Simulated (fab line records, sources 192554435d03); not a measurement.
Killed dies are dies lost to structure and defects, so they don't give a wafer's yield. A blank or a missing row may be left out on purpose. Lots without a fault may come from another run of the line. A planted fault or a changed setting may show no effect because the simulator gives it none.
fab line records | flow n5_finfet | part 2 of 2: steps 35 to 35 of 35
record lots=6 wafers=18 last_day=18
route steps=1938 shown BEOL_M1@801 BEOL_M4@1111 PASSIVATION@1936
lots that met no fault: from a run of the same line without faults
start_h: hours from the record's first day to the start of the lot's first wafer shown | wait_h: hours since the lot's step before | " the same as in the row above | L1.1+2: a row that stands for several wafers | - no value, or no start given | * or withheld: withheld | < > ~ a bound
route shown NAME@n: a module of which the file shows steps, and the number in the route of the first | usual: mean/standard deviation of fault-free wafers | same: alike in all rows | chamber/n: place in a boat | sites: the reading at each site | _std_site: their standard deviation | _edge_site: outer sites' mean less inner sites' | radius_mm: how far each site lies from the wafer's centre | mask NAME#n: copy n | behind: the tool/chamber that last shaped the wafer | hold: why the lot was held/for how many hours/how that ended | device: the transistor (n, p or np) that didn't switch | end of line: the same wafers' tests at the end of the route | a step without rows: its recipe alone | killed: dies lost to structure and defects at the first sort, not the wafer's yield | map: a wafer's dies, x killed, . not, _ none there
set.NAME: the setting as run; set.NAME@STEP: as run at that earlier step | model.NAME: the simulator's own value behind a step, which no gauge read
lots at some steps of the route; a table a step, a row a wafer
services: from which hour (start_h, from the record's first day; less than 0 if before it) a tool's chamber was out of use, for how many hours, and why
## steps
# step N5_PASSIVATION_PROBE_49
# usual defect_limited_yield=91.3/1.7 killed_at_M0_to_M3=33/11 killed_at_M4_up=14/5.5 killed_at_contacts=13/6.5 killed_at_front_end=39/13 killed_at_other=3.4/2.9 killed_dies=103/20 killed_on_rim=14/4.3 killed_open=69/15 killed_short=32/8.1 sort_bin_5_function=5.1/1.1 sort_bin_6_memory=3.3/0.74 sort_n_pass=1077/20 sort_yield_pct=91.3/1.7
# same gross_dies=1180 killed_at_back_side=0 sort_bin_4_leakage[%]=0 sort_bin_8_speed[%]=0
# columns lot.wafer tool chamber start_h wait_h defect_limited_yield[%] killed_at_M0_to_M3 killed_at_M4_up killed_at_contacts killed_at_front_end killed_at_other killed_dies killed_on_rim killed_open killed_short sort_bin_5_function[%] sort_bin_6_memory[%] sort_n_pass sort_yield_pct[%]
L532.3 prober-02 - 313.58 0.1 0 1122 7 7 41 3 1180 152 78 29 88.9 11.0 0 0
L532.4 prober-02 - 313.63 0.2 0 1137 10 7 25 1 1180 152 50 26 90.7 8.8 0 0
L532.6 prober-02 - 313.73 0.3 0 1098 7 12 58 5 1180 152 75 26 88.6 11.3 0 0
L533.2 prober-02 - 314.58 0.1 0 1136 12 4 27 1 1180 152 45 29 90.5 9.3 0 0
L533.3 prober-02 - 314.63 0.1 0 1131 22 4 22 1 1180 152 43 23 90.1 9.8 0 0
L533.6 prober-02 - 314.78 0.3 0 1143 5 6 25 1 1180 152 40 19 89.5 10.3 0 0
L545.4 prober-02 - 393.93 0.2 91.4 34 19 19 26 3 101 13 77 22 5.2 3.4 1079 91.4
L545.5 prober-02 - 393.98 0.2 90.7 36 20 14 35 5 110 15 77 31 5.3 3.9 1070 90.7
L545.6 prober-02 - 394.03 0.3 91.9 45 11 20 18 2 96 13 57 35 5.1 2.7 1084 91.9
L547.1 prober-02 - 423.87 0.4 92.3 29 23 9 28 2 91 10 63 28 4.5 3.2 1089 92.3
L547.2 prober-02 - 423.92 0.4 92.1 27 16 9 37 4 93 13 58 34 5.3 2.4 1087 92.1
L547.4 prober-02 - 424.02 0.5 91.3 23 25 10 43 2 103 11 71 29 4.6 3.6 1077 91.3
# killed by level:class
L532.3 BEOL_M1:area_cvd=839 BEOL_M1:interface_void_opened=231 STI_FIN_REVEAL:geometric_particle:open=17 BEOL_M0_SAQP:geometric_particle:open=13 FIN_SAQP:geometric_particle:open=8 BEOL_M0_SAQP:geometric_particle:short=8 BEOL_M0:geometric_particle:open=7 BEOL_M3:geometric_particle:open=6
L532.4 BEOL_M1:area_cvd=878 BEOL_M1:interface_void_opened=226 STI_FIN_REVEAL:geometric_particle:open=9 BEOL_M0_SAQP:geometric_particle:short=9 BEOL_M1:geometric_particle:open=9 BEOL_M0_SAQP:geometric_particle:open=8 MOL_CONTACT_COAG:geometric_particle:open=7 FIN_SAQP:geometric_particle:short=4
L532.6 BEOL_M1:area_cvd=833 BEOL_M1:interface_void_opened=244 STI_FIN_REVEAL:geometric_particle:open=23 FIN_SAQP:geometric_particle:open=11 MOL_CONTACT_COAG:geometric_particle:open=10 FIN_SAQP:geometric_particle:short=8 BEOL_M0_SAQP:geometric_particle:open=7 BEOL_M0_SAQP:geometric_particle:short=5
L533.2 BEOL_M1:area_cvd=869 BEOL_M1:interface_void_opened=236 BEOL_M1:geometric_particle:open=7 BEOL_M1:geometric_particle:short=5 BEOL_M2:geometric_particle:open=5 FIN_SAQP:geometric_particle:open=4 STI_FIN_REVEAL:geometric_particle:open=4 BEOL_M3:geometric_particle:short=4
L533.3 BEOL_M1:area_cvd=857 BEOL_M1:interface_void_opened=257 BEOL_M4:geometric_particle:open=7 FIN_SAQP:geometric_particle:open=4 MOL_CONTACT_COAG:geometric_particle:open=4 GATE_CUT:geometric_particle:short=4 BEOL_M1:geometric_particle:short=4 GATE_CUT:geometric_particle:open=3
L533.6 BEOL_M1:area_cvd=867 BEOL_M1:interface_void_opened=253 GATE_CUT:geometric_particle:short=8 BEOL_M3:geometric_particle:open=6 MOL_CONTACT_COAG:geometric_particle:open=5 STI_FIN_REVEAL:geometric_particle:open=4 DUMMY_GATE:geometric_particle:open=4 BEOL_M0_SAQP:geometric_particle:short=4
L545.4 MOL_CONTACT_COAG:geometric_particle:open=14 BEOL_M4:geometric_particle:open=12 STI_FIN_REVEAL:geometric_particle:open=9 BEOL_M3:geometric_particle:open=8 FIN_SAQP:geometric_particle:open=6 BEOL_M0_SAQP:geometric_particle:open=6 BEOL_M2:geometric_particle:open=6 BEOL_M1:geometric_particle:open=5
L545.5 BEOL_M2:geometric_particle:open=20 MOL_CONTACT_COAG:geometric_particle:open=11 BEOL_M4:geometric_particle:open=9 FIN_SAQP:geometric_particle:open=7 STI_FIN_REVEAL:geometric_particle:open=5 DUMMY_GATE:geometric_particle:open=5 BEOL_M2:geometric_particle:short=5 BEOL_M7:geometric_particle:open=4
L545.6 MOL_CONTACT_COAG:geometric_particle:open=12 BEOL_M2:geometric_particle:open=11 BEOL_M0_SAQP:geometric_particle:short=10 BEOL_M0_SAQP:geometric_particle:open=7 FIN_SAQP:geometric_particle:short=6 MOL_CONTACT_COAG:geometric_particle:short=5 BEOL_M1:geometric_particle:open=5 BEOL_M3:geometric_particle:open=5
L547.1 BEOL_M4:geometric_particle:open=11 BEOL_M0_SAQP:geometric_particle:open=10 MOL_CONTACT_COAG:geometric_particle:open=8 BEOL_M0_SAQP:geometric_particle:short=8 FIN_SAQP:geometric_particle:short=6 FIN_SAQP:geometric_particle:open=6 STI_FIN_REVEAL:geometric_particle:open=6 GATE_CUT:geometric_particle:short=4
L547.2 BEOL_M1:geometric_particle:open=11 FIN_SAQP:geometric_particle:open=8 BEOL_M4:geometric_particle:open=8 FIN_SAQP:geometric_particle:short=7 GATE_CUT:geometric_particle:short=5 MOL_CONTACT_COAG:geometric_particle:open=5 BEOL_M2:geometric_particle:open=5 STI_FIN_REVEAL:geometric_particle:open=4
L547.4 FIN_SAQP:geometric_particle:open=11 BEOL_M4:geometric_particle:open=8 MOL_CONTACT_COAG:geometric_particle:open=7 STI_FIN_REVEAL:geometric_particle:open=6 GATE_CUT:geometric_particle:open=6 BEOL_M0_SAQP:geometric_particle:open=6 BEOL_M1:geometric_particle:open=6 BEOL_M2:geometric_particle:open=5
# map L532.3 (x killed, . not)
_________________xxxxxxxxxxxx________________
______________xxxxxxxxxxxxxxxxxx_____________
___________xxxxxxxxxxxxxxxxxxxxxxxx__________
__________xxxxxxxxxxxxxxxxxxxxxxxxxx_________
________xxxxxxxxxxxxxxxxxxxxxxxxxxxxxx_______
_______xxxxxxxxxxxxxxxxxxxxxxxxxxxxxxxx______
______xxxxxxxxxxxxxxxxxxxxxxxxxxxxxxxxxx_____
_____xxxxxxxxxxxxxxxxxxxxxxxxxxxxxxxxxxxx____
____xxxxxxxxxxxxxxxxxxxxxxxxxxxxxxxxxxxxxx___
___xxxxxxxxxxxxxxxxxxxxxxxxxxxxxxxxxxxxxxxx__
___xxxxxxxxxxxxxxxxxxxxxxxxxxxxxxxxxxxxxxxx__
__xxxxxxxxxxxxxxxxxxxxxxxxxxxxxxxxxxxxxxxxxx_
__xxxxxxxxxxxxxxxxxxxxxxxxxxxxxxxxxxxxxxxxxx_
_xxxxxxxxxxxxxxxxxxxxxxxxxxxxxxxxxxxxxxxxxxxx
_xxxxxxxxxxxxxxxxxxxxxxxxxxxxxxxxxxxxxxxxxxxx
_xxxxxxxxxxxxxxxxxxxxxxxxxxxxxxxxxxxxxxxxxxxx
_xxxxxxxxxxxxxxxxxxxxxxxxxxxxxxxxxxxxxxxxxxxx
_xxxxxxxxxxxxxxxxxxxxxxxxxxxxxxxxxxxxxxxxxxxx
_xxxxxxxxxxxxxxxxxxxxxxxxxxxxxxxxxxxxxxxxxxxx
_xxxxxxxxxxxxxxxxxxxxxxxxxxxxxxxxxxxxxxxxxxxx
_xxxxxxxxxxxxxxxxxxxxxxxxxxxxxxxxxxxxxxxxxxxx
__xxxxxxxxxxxxxxxxxxxxxxxxxxxxxxxxxxxxxxxxxx_
__xxxxxxxxxxxxxxxxxxxxxxxxxxxxxxxxxxxxxxxxxx_
___xxxxxxxxxxxxxxxxxxxxxxxxxxxxxxxxxxxxxxxx__
___xxxxxxxxxxxxxxxxxxxxxxxxxxxxxxxxxxxxxxxx__
____xxxxxxxxxxxxxxxxxxxxxxxxxxxxxxxxxxxxxx___
_____xxxxxxxxxxxxxxxxxxxxxxxxxxxxxxxxxxxx____
______xxxxxxxxxxxxxxxxxxxxxxxxxxxxxxxxxx_____
_______xxxxxxxxxxxxxxxxxxxxxxxxxxxxxxxx______
________xxxxxxxxxxxxxxxxxxxxxxxxxxxxxx_______
__________xxxxxxxxxxxxxxxxxxxxxxxxxx_________
___________xxxxxxxxxxxxxxxxxxxxxxxx__________
______________xxxxxxxxxxxxxxxxxx_____________
_________________xxxxxxxxxxxx________________
# map L533.2 (x killed, . not)
_________________xxxxxxxxxxxx________________
______________xxxxxxxxxxxxxxxxxx_____________
___________xxxxxxxxxxxxxxxxxxxxxxxx__________
__________xxxxxxxxxxxxxxxxxxxxxxxxxx_________
________xxxxxxxxxxxxxxxxxxxxxxxxxxxxxx_______
_______xxxxxxxxxxxxxxxxxxxxxxxxxxxxxxxx______
______xxxxxxxxxxxxxxxxxxxxxxxxxxxxxxxxxx_____
_____xxxxxxxxxxxxxxxxxxxxxxxxxxxxxxxxxxxx____
____xxxxxxxxxxxxxxxxxxxxxxxxxxxxxxxxxxxxxx___
___xxxxxxxxxxxxxxxxxxxxxxxxxxxxxxxxxxxxxxxx__
___xxxxxxxxxxxxxxxxxxxxxxxxxxxxxxxxxxxxxxxx__
__xxxxxxxxxxxxxxxxxxxxxxxxxxxxxxxxxxxxxxxxxx_
__xxxxxxxxxxxxxxxxxxxxxxxxxxxxxxxxxxxxxxxxxx_
_xxxxxxxxxxxxxxxxxxxxxxxxxxxxxxxxxxxxxxxxxxxx
_xxxxxxxxxxxxxxxxxxxxxxxxxxxxxxxxxxxxxxxxxxxx
_xxxxxxxxxxxxxxxxxxxxxxxxxxxxxxxxxxxxxxxxxxxx
_xxxxxxxxxxxxxxxxxxxxxxxxxxxxxxxxxxxxxxxxxxxx
_xxxxxxxxxxxxxxxxxxxxxxxxxxxxxxxxxxxxxxxxxxxx
_xxxxxxxxxxxxxxxxxxxxxxxxxxxxxxxxxxxxxxxxxxxx
_xxxxxxxxxxxxxxxxxxxxxxxxxxxxxxxxxxxxxxxxxxxx
_xxxxxxxxxxxxxxxxxxxxxxxxxxxxxxxxxxxxxxxxxxxx
__xxxxxxxxxxxxxxxxxxxxxxxxxxxxxxxxxxxxxxxxxx_
__xxxxxxxxxxxxxxxxxxxxxxxxxxxxxxxxxxxxxxxxxx_
___xxxxxxxxxxxxxxxxxxxxxxxxxxxxxxxxxxxxxxxx__
___xxxxxxxxxxxxxxxxxxxxxxxxxxxxxxxxxxxxxxxx__
____xxxxxxxxxxxxxxxxxxxxxxxxxxxxxxxxxxxxxx___
_____xxxxxxxxxxxxxxxxxxxxxxxxxxxxxxxxxxxx____
______xxxxxxxxxxxxxxxxxxxxxxxxxxxxxxxxxx_____
_______xxxxxxxxxxxxxxxxxxxxxxxxxxxxxxxx______
________xxxxxxxxxxxxxxxxxxxxxxxxxxxxxx_______
__________xxxxxxxxxxxxxxxxxxxxxxxxxx_________
___________xxxxxxxxxxxxxxxxxxxxxxxx__________
______________xxxxxxxxxxxxxxxxxx_____________
_________________xxxxxxxxxxxx________________
## services
# columns tool chamber start_h hours kind
pvd_sputter-03 - 102.99 3.6 repair
cvd_co-01 1 115.15 - clean
cvd_co-01 1 115.15 22.0 scheduled_down
cvd_co-01 1 115.15 22.0 vent_cycle
rie_diel-03 - 116.21 0.6 repair
rie_diel-03 - 123.78 2.8 pm
cmp-01 - 139.82 0.6 repair
cmp-01 - 150.76 0.7 repair
pvd_sputter-02 - 151.48 2.4 repair
cmp-04 - 160.14 5.4 pm
cmp-01 - 174.40 0.5 repair
rie_diel-03 0 178.59 - clean
rie_diel-03 0 178.59 - consumable_replace:focus_ring
rie_diel-03 0 178.59 26.3 scheduled_down
rie_diel-03 0 178.59 26.3 vent_cycle
cvd_co-02 - 194.42 2.5 repair
cmp-01 - 194.96 4.0 pm
rie_diel-03 2 217.30 - clean
rie_diel-01 1 226.18 3.6 repair
cvd_co-02 - 238.92 2.8 pm
cmp-01 - 239.72 3.3 repair
rie_diel-01 0 241.59 12.8 repair
cvd_co-01 - 246.00 2.8 pm
cmp-04 - 251.10 1.2 repair
## key
first_sign step=N5_BEOL_M1_CVD_47 reading=tool_record direction=missing
effect step=N5_BEOL_M1_CMP_52 reading=barrier_field_endpoint_s direction=down sigmas=5.8 usual=24.6 struck=21.3
effect step=N5_PASSIVATION_PROBE_49 reading=killed_at_M0_to_M3 direction=up sigmas=99+ usual=33 struck=1128
model_effect step=N5_BEOL_M1_CMP_52 value=Cu_of_BEOL_M1_ECD_50.thk_nm without=39.9 struck=42.87
more_kills_born_at N5_BEOL_M1_CVD_47@cvd_co-02=2593 N5_BEOL_M1_CVD_47@cvd_co-01=2550
met_at N5_BEOL_M1_CVD_47
struck_wafers L532.3,L532.4,L532.6,L533.2,L533.3,L533.6
later_rows_left_out L532.3,L532.4,L532.6,L533.2,L533.3,L533.6
onset_between 143.31 155.06
fault kind=skipped_step_whole tool=cvd_co-01,cvd_co-02 chamber=- onset_h=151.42 steps=N5_BEOL_M1_CVD_47 scope=struck_lots_only
# later_rows_left_out: the simulator's readings of these wafers behind a module that went badly wrong aren't trusted and aren't shown, but for the sort
